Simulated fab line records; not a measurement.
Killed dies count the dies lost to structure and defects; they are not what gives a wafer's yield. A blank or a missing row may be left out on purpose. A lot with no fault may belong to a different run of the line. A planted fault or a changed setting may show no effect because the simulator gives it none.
fab line records	flow n5-finfet
record: lots: 7	wafers: 19	last-day: 18
route steps=1938 shown BEOL_M4@1096 PASSIVATION@1936
lots with no fault: from the same line, run without faults
start-h: hours from the record's opening day to when the first of the lot's shown wafers began	wait-h: hours from the lot's prior step to this one	" as in the row above	L1.1+2: a row that stands for several wafers	- no value, or no start given	* or withheld: withheld	< > ~ a bound
route shown NAME@n: names a module that has steps shown in the file, with the first one's number in the route	usual: mean/standard deviation taken from wafers without a fault	same: alike in all rows	chamber/n: place in a boat	sites: each site's reading	_std_site: the values' standard deviation	_edge_site: mean of outer sites minus mean of inner sites	radius-mm: how far each site lies from the wafer's centre	mask NAME#n: copy n	behind: the tool/chamber that last shaped the wafer	hold: cause of the lot's hold/its duration in hours/its outcome	device: names the non-switching transistor (n, p or np)	end of line: the same wafers' tests at the end of the route	a step without rows: its recipe alone	killed: at the first sort, the dies lost to defects and structure; wafer yield is something else	map: dies across one wafer; x = killed, . = not, _ = none there
set.NAME: setting as actually run; set.NAME@STEP: the setting as run at that earlier step	model.NAME: the simulator's own value behind a step, which no gauge read
certain route steps with their lots: each step a table, each wafer a row
services: a tool's chamber out of use, with start hour (start-h, from the record's first day; less than 0 if before it), hours out, and reason
== steps ==
step: N5_BEOL_M4_SPUTTER_92
recipe: material: Cu	target-thk-a: 45	temp-c: -20	chamber-pressure-pa: 0.07	power-w: withheld	time-s: 8.29
step: N5_BEOL_M4_ANNEAL_93
recipe: temp-c: 400	time-s: 240	ambient: vacuum
usual: heater-power-w: 794/95
same: time-s: 240
lot.wafer	tool	chamber	start-h	wait-h	heater-power-w
L659.2	pvd-sputter-01	-	171.43	0.0	746
L659.3	"	-	"	"	761
L659.6	"	-	"	"	739
L662.3	pvd-sputter-02	-	202.95	0.0	820
L662.4	"	-	"	"	779
L662.5	"	-	"	"	659
L672.4	pvd-sputter-01	-	252.95	0.0	803
L672.6	"	-	"	"	740
L675.1	pvd-sputter-02	-	259.48	0.0	799
L675.4	"	-	"	"	992
L676.3	pvd-sputter-02	-	274.94	0.0	824
L676.5	"	-	"	"	650
L676.6	"	-	"	"	797
L680.2	pvd-sputter-02	-	308.16	0.0	992
L680.3	"	-	"	"	652
L680.6	"	-	"	"	645
L681.2	pvd-sputter-03	-	314.80	0.0	829
L681.3	"	-	"	"	741
L681.5	"	-	"	"	739
step: N5_BEOL_M4_SPUTTER_94
recipe: material: Cu	target-thk-a: 45	temp-c: -20	chamber-pressure-pa: 0.07	power-w: withheld	time-s: 8.29
usual: throttle-valve-pct: 30.2/1.5
same: time-s: 8.29
lot.wafer	tool	chamber	start-h	wait-h	throttle-valve-pct
L659.2	pvd-sputter-01	-	171.57	0.1	30.5
L659.3	"	-	"	"	29.5
L659.6	"	-	"	"	29.3
L662.3	pvd-sputter-02	-	203.09	0.1	28.3
L662.4	"	-	"	"	31.0
L662.5	"	-	"	"	32.7
L672.4	pvd-sputter-01	-	253.09	0.1	29.8
L672.6	"	-	"	"	29.0
L675.1	pvd-sputter-02	-	259.62	0.1	30.9
L675.4	"	-	"	"	29.1
L676.3	pvd-sputter-02	-	275.08	0.1	28.6
L676.5	"	-	"	"	32.5
L676.6	"	-	"	"	28.5
L680.2	pvd-sputter-02	-	308.30	0.1	29.3
L680.3	"	-	"	"	32.5
L680.6	"	-	"	"	32.9
L681.2	pvd-sputter-03	-	314.94	0.1	30.9
L681.3	"	-	"	"	31.6
L681.5	"	-	"	"	31.6
step: N5_BEOL_M4_ANNEAL_95
recipe: temp-c: 400	time-s: 240	ambient: vacuum
step: N5_BEOL_M4_SPUTTER_96
recipe: material: Cu	target-thk-a: 45	temp-c: -20	chamber-pressure-pa: 0.07	power-w: withheld	time-s: 8.29
step: N5_BEOL_M4_ECD_50
recipe: material: Cu	target-thk-a: 3000
step: N5_BEOL_M4_ANNEAL_51
recipe: temp-c: 225	time-s: 90	ambient: N2
usual: wafer_temp_C_max: 226.0/0.36
same: time-s: 90
lot.wafer	tool	chamber	start-h	wait-h	wafer_temp_C_max
L659.2	rtp-anneal-01	0	172.03	0.1	226.6
L659.3	"	0	"	"	226.2
L659.6	"	0	"	"	226.0
L662.3	rtp-anneal-02	0	203.59	0.1	225.5
L662.4	"	0	"	"	225.9
L662.5	"	0	"	"	225.5
L672.4	rtp-anneal-01	0	253.64	0.2	225.9
L672.6	"	0	"	"	226.1
L675.1	rtp-anneal-01	0	260.04	0.1	226.2
L675.4	"	0	"	"	226.0
L676.3	rtp-anneal-02	0	275.58	0.1	225.6
L676.5	"	0	"	"	225.5
L676.6	"	0	"	"	225.5
L680.2	rtp-anneal-01	0	308.78	0.1	226.2
L680.3	"	0	"	"	226.4
L680.6	"	0	"	"	226.4
L681.2	rtp-anneal-02	0	315.40	0.1	226.1
L681.3	"	0	"	"	225.9
L681.5	"	0	"	"	226.1
step: N5_BEOL_M4_CMP_52
recipe: stop-on: SiOC	t-overpolish-s: 6.8	down-force-psi: 1	platen-rpm: 50	clearing-platen-down-force-psi: 1.5	clearing-platen-rpm: 50	post-cmp-clean: cu-alkaline	target-thk-nm: 40	clearing-platen-pad-velocity-m-s: 0.99484	pad-velocity-m-s: 0.99484
step: N5_BEOL_M4_THK_MEAS_53
recipe: thk-meas-gauge: xrf	reads: Cu_of_BEOL_M4_ECD_50
usual: M4_THK: 40.1/1.6
lot.wafer	tool	chamber	start-h	wait-h	M4_THK[nm]
L659.2	film-metro-01	-	172.59	0.2	39.8
L659.3	"	-	"	"	39.1
L659.6	"	-	"	"	40.0
L662.3	film-metro-01	-	204.10	-	38.5
L662.4	"	-	"	"	39.4
L662.5	"	-	"	"	39.2
L672.4	film-metro-02	-	254.10	-	38.3
L672.6	"	-	"	"	40.7
L675.1	film-metro-02	-	260.63	-	39.9
L675.4	"	-	"	"	41.5
L676.3	film-metro-02	-	276.09	-	40.1
L676.5	"	-	"	"	39.5
L676.6	"	-	"	"	39.3
L680.2	film-metro-01	-	309.33	-	41.3
L680.3	"	-	"	"	40.1
L680.6	"	-	"	"	41.2
L681.2	film-metro-01	-	315.95	-	41.4
L681.3	"	-	"	"	41.7
L681.5	"	-	"	"	39.9
step: N5_BEOL_M4_PRE_CLEAN_60
recipe: gas: NH3/H2	time-s: 15	temp-c: *	rf-power-w: 300
usual: heater-power-w: 83/18
same: time-s: 15
lot.wafer	tool	chamber	start-h	wait-h	heater-power-w
L659.2	cvd-co-02	0	172.63	0.0	86
L659.3	"	1	"	"	96
L659.6	"	2	"	"	76
L662.3	cvd-co-02	2	204.14	0.0	75
L662.4	"	2	"	"	77
L662.5	"	0	"	"	85
L672.4	cvd-co-01	2	254.15	0.1	50
L672.6	"	1	"	"	92
L675.1	cvd-co-01	1	260.66	0.0	92
L675.4	"	0	"	"	102
L676.3	cvd-co-01	1	276.12	0.0	91
L676.5	"	2	"	"	52
L676.6	"	0	"	"	101
L680.2	cvd-co-02	2	309.36	0.0	78
L680.3	"	2	"	"	77
L680.6	"	2	"	"	76
L681.2	cvd-co-01	0	315.99	0.0	100
L681.3	"	1	"	"	95
L681.5	"	0	"	"	103
step: N5_BEOL_M4_CO_CAP_55
recipe: material: Co	target-thk-a: 20	temp-c: 200	precursor: CCTBA/H2	pressure-torr: 30	time-s: 102.1
usual: heater-power-w: 233/22
same: time-s: 102.1
lot.wafer	tool	chamber	start-h	wait-h	heater-power-w
L659.2	cvd-co-02	0	172.67	0.0	233
L659.3	"	1	"	"	248
L659.6	"	2	"	"	227
L662.3	cvd-co-02	2	204.18	0.0	228
L662.4	"	2	"	"	226
L662.5	"	0	"	"	234
L672.4	cvd-co-01	2	254.21	0.0	196
L672.6	"	1	"	"	241
L675.1	cvd-co-01	1	260.70	0.0	240
L675.4	"	0	"	"	252
L676.3	cvd-co-01	1	276.16	0.0	243
L676.5	"	2	"	"	197
L676.6	"	0	"	"	262
L680.2	cvd-co-02	2	309.42	0.0	225
L680.3	"	2	"	"	215
L680.6	"	2	"	"	229
L681.2	cvd-co-01	0	316.03	0.0	260
L681.3	"	1	"	"	243
L681.5	"	0	"	"	258
step: N5_BEOL_M4_PRE_CLEAN_56
recipe: gas: NH3	time-s: 15	temp-c: withheld	rf-power-w: 300
step: N5_BEOL_M4_DEP_57
recipe: material: SiCN	target-thk-a: 80	temp-c: withheld	precursor: 3MS/NH3	pressure-torr: 3	rf-w: 202	time-s: 14
usual: showerhead-plenum-p-Torr: 3.659/0.013	throttle-valve-pct: 9.08/0.3
lot.wafer	tool	chamber	start-h	wait-h	showerhead-plenum-p-Torr	throttle-valve-pct	model.SiCN_of_BEOL_M4_DEP_57.thk-nm
L659.2	pecvd-01	2	172.78	0.0	3.677	8.66	7.8
L659.3	"	1	"	"	3.648	9.12	7.8
L659.6	"	0	"	"	3.660	9.37	8
L662.3	pecvd-04	2	204.30	0.0	3.638	9.25	7.8
L662.4	"	2	"	"	3.637	9.34	7.8
L662.5	"	0	"	"	3.666	9.31	8
L672.4	pecvd-04	1	254.32	0.0	3.654	8.73	10.4
L672.6	"	2	"	"	3.627	9.52	7.8
L675.1	pecvd-04	1	260.82	0.0	3.650	8.94	8
L675.4	"	1	"	"	3.649	8.94	10.8
L676.3	pecvd-04	1	276.28	0.0	3.650	8.74	7.6
L676.5	"	2	"	"	3.644	9.18	10.4
L676.6	"	1	"	"	3.661	9.06	8
L680.2	pecvd-02	0	309.57	0.0	3.676	9.38	8
L680.3	"	2	"	"	3.662	8.73	8.4
L680.6	"	0	"	"	3.671	8.95	8.2
L681.2	pecvd-01	2	316.14	0.0	3.678	8.82	7.8
L681.3	"	0	"	"	3.654	9.26	8
L681.5	"	1	"	"	3.643	8.92	8
step: N5_BEOL_M4_RS_MEAS_58
recipe: thk-meas-gauge: four-point-probe	reads: Co_of_BEOL_M4_CO_CAP_55+Cu_of_BEOL_M4_ECD_50+Co_of_BEOL_M4_CVD_47+TaN_of_BEOL_M4_ALD_84
usual: M4_RS: 0.68/0.036
lot.wafer	tool	chamber	start-h	wait-h	M4_RS[ohm/sq]
L659.2	film-metro-02	-	172.85	0.1	0.68
L659.3	"	-	"	"	0.70
L659.6	"	-	"	"	0.68
L662.3	film-metro-02	-	204.37	0.1	0.71
L662.4	"	-	"	"	0.69
L662.5	"	-	"	"	0.69
L672.4	film-metro-01	-	254.37	0.0	0.72
L672.6	"	-	"	"	0.67
L675.1	film-metro-01	-	260.89	0.0	0.68
L675.4	"	-	"	"	0.65
L676.3	film-metro-02	-	276.35	0.1	0.67
L676.5	"	-	"	"	0.68
L676.6	"	-	"	"	0.69
L680.2	film-metro-01	-	309.64	0.1	0.65
L680.3	"	-	"	"	0.68
L680.6	"	-	"	"	0.65
L681.2	film-metro-02	-	316.21	0.1	0.65
L681.3	"	-	"	"	0.64
L681.5	"	-	"	"	0.68
step: N5_BEOL_M4_RC_MEAS_101
usual: DIBL_N: 35.9/1.4	DIBL_P: 35.9/1.7	IOFF_N: 0.160/0.026	IOFF_P: 0.21/0.036	ION_N: 672/11	ION_P: 461/8.1	SS_N: 71.4/0.54	SS_P: 73.2/0.67	VT_N: 249.3/2.7	VT_P: -250/3.9
lot.wafer	tool	chamber	start-h	wait-h	DIBL_N[mV/V]	DIBL_P[mV/V]	IOFF_N[nA/um]	IOFF_P[nA/um]	ION_N[uA/um]	ION_P[uA/um]	SS_N[mV/dec]	SS_P[mV/dec]	VT_N[mV]	VT_P[mV]
L659.2	prober-01	0	173.06	0.2	33.3	32.8	0.111	0.18	655	460	70.6	72.5	255.3	-251
L659.3	"	0	"	"	36.3	35.6	0.164	0.21	663	455	71.6	73.4	250.1	-249
L659.6	"	0	"	"	37.9	37.8	0.186	0.25	670	467	72.3	74.5	246.5	-247
L662.3	prober-02	0	204.73	0.3	33.6	33.4	0.128	0.16	660	457	71.2	71.9	251.0	-257
L662.4	"	0	"	"	37.0	38.6	0.193	0.24	695	470	71.4	74.5	245.2	-250
L662.5	"	0	"	"	32.3	32.6	0.111	0.14	654	447	70.7	72.3	252.4	-256
L672.4	prober-01	0	254.88	0.5	36.8	36.1	0.193	0.24	682	464	71.8	74.2	244.8	-246
L672.6	"	0	"	"	36.0	36.0	0.169	0.24	684	470	72.0	72.7	247.9	-246
L675.1	prober-02	0	260.94	0.0	35.9	34.7	0.152	0.22	664	459	71.1	73.4	249.3	-249
L675.4	"	0	"	"	37.7	38.0	0.194	0.29	690	478	71.5	73.4	245.4	-244
L676.3	prober-01	0	276.71	0.3	33.5	34.0	0.117	0.17	658	454	71.0	71.9	252.2	-251
L676.5	"	0	"	"	36.8	36.8	0.183	0.21	661	453	72.2	72.8	247.1	-247
L676.6	"	0	"	"	35.8	35.9	0.159	0.20	665	457	71.8	72.4	249.5	-250
L680.2	prober-01	0	309.85	0.2	34.5	35.1	0.159	0.19	681	463	71.0	73.0	249.1	-252
L680.3	"	0	"	"	35.1	37.1	0.174	0.22	690	470	71.7	73.1	246.4	-252
L680.6	"	0	"	"	34.4	35.6	0.158	0.20	682	466	71.4	72.7	248.8	-251
L681.2	prober-02	0	316.42	0.2	39.0	40.0	0.214	0.25	680	464	72.3	74.7	247.5	-248
L681.3	"	0	"	"	38.4	39.7	0.194	0.24	668	459	71.7	74.4	249.7	-250
L681.5	"	0	"	"	35.8	36.9	0.151	0.19	663	456	71.6	73.2	252.8	-254
step: N5_PASSIVATION_PROBE_49
usual: defect-limited-yield: 90.9/1.5	killed_at_M0_to_M3: 35/10	killed_at_M4_up: 14/5.2	killed-at-contacts: 13/7.3	killed-at-front-end: 42/12	killed-at-other: 3.4/2.5	killed-dies: 108/18	killed-open: 70/13	killed-short: 35/8	sort_bin_5_function: 5.4/1	sort_bin_6_memory: 3.4/0.71	sort-n-pass: 1072/18	sort-yield-pct: 90.9/1.5
same: gross-dies: 1180	killed-at-back-side: 0	sort_bin_4_leakage[%]: 0	sort_bin_8_speed[%]: 0
lot.wafer	tool	chamber	start-h	wait-h	defect-limited-yield[%]	killed_at_M0_to_M3	killed_at_M4_up	killed-at-contacts	killed-at-front-end	killed-at-other	killed-dies	killed-open	killed-short	sort_bin_5_function[%]	sort_bin_6_memory[%]	sort-n-pass	sort-yield-pct[%]
L675.4	prober-02	-	367.17	0.2	91.4	31	10	18	42	0	101	63	36	4.8	3.6	1079	91.4
L672.6	prober-02	-	372.81	0.3	87.9	39	11	18	68	7	143	91	52	7.1	4.7	1037	87.9
killed by level:class
L675.4 FIN_SAQP:geometric-particle:open=15 MOL_CONTACT_COAG:geometric-particle:open=13 BEOL_M0_SAQP:geometric-particle:short=8 BEOL_M0_SAQP:geometric-particle:open=8 FIN_SAQP:geometric-particle:short=5 DUMMY_GATE:geometric-particle:open=5 MOL_CONTACT_COAG:geometric-particle:short=5 BEOL_M2:geometric-particle:short=5
L672.6 STI_FIN_REVEAL:geometric-particle:open=24 FIN_SAQP:geometric-particle:open=11 MOL_CONTACT_COAG:geometric-particle:open=10 FIN_SAQP:geometric-particle:short=9 MOL_CONTACT_COAG:geometric-particle:short=8 BEOL_M0_SAQP:geometric-particle:short=8 BEOL_M0_SAQP:geometric-particle:open=7 GATE_CUT:geometric-particle:short=7
== services ==
tool	chamber	start-h	hours	kind
pecvd-02	-	149.20	1.5	repair
pvd-sputter-03	-	149.97	2.2	repair
pecvd-02	0	162.79	21.3	repair
pecvd-02	-	174.89	0.7	repair
pecvd-01	-	178.63	6.0	pm
cvd-co-02	-	179.76	2.8	pm
pecvd-02	-	185.19	4.3	pm
pecvd-01	2	207.56	17.3	repair
pecvd-01	0	214.99	5.0	scheduled-down
cvd-co-02	-	215.16	6.9	pm
cvd-co-01	0	215.84	2.9	repair
pecvd-04	1	222.69	5.5	scheduled-down
pecvd-04	0	228.15	2.1	scheduled-down
cvd-co-02	-	228.18	3.4	repair
pecvd-02	1	234.64	2.1	scheduled-down
pecvd-01	0	270.45	-	calibration
pecvd-01	-	294.03	5.5	pm
pvd-sputter-01	-	297.03	20.4	repair
cvd-co-02	1	301.85	14.9	repair
== key ==
first-sign none at tools or gauges
model-effect: step: N5_BEOL_M4_DEP_57	value: SiCN_of_BEOL_M4_DEP_57.thk-nm	without: 8	struck: 10.53
met-at N5_BEOL_M4_DEP_57
struck-wafers L672.4,L675.4,L676.5
onset-between 204.30 254.32
fault: kind: process-parameter-drift	tool: pecvd-04	chamber: -	onset-h: 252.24	steps: N5_BEOL_M4_DEP_57	channel: time-s	offset: *	shape: step	end-h: 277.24	scope: struck-wafers-only	acts-in: *	stated: *
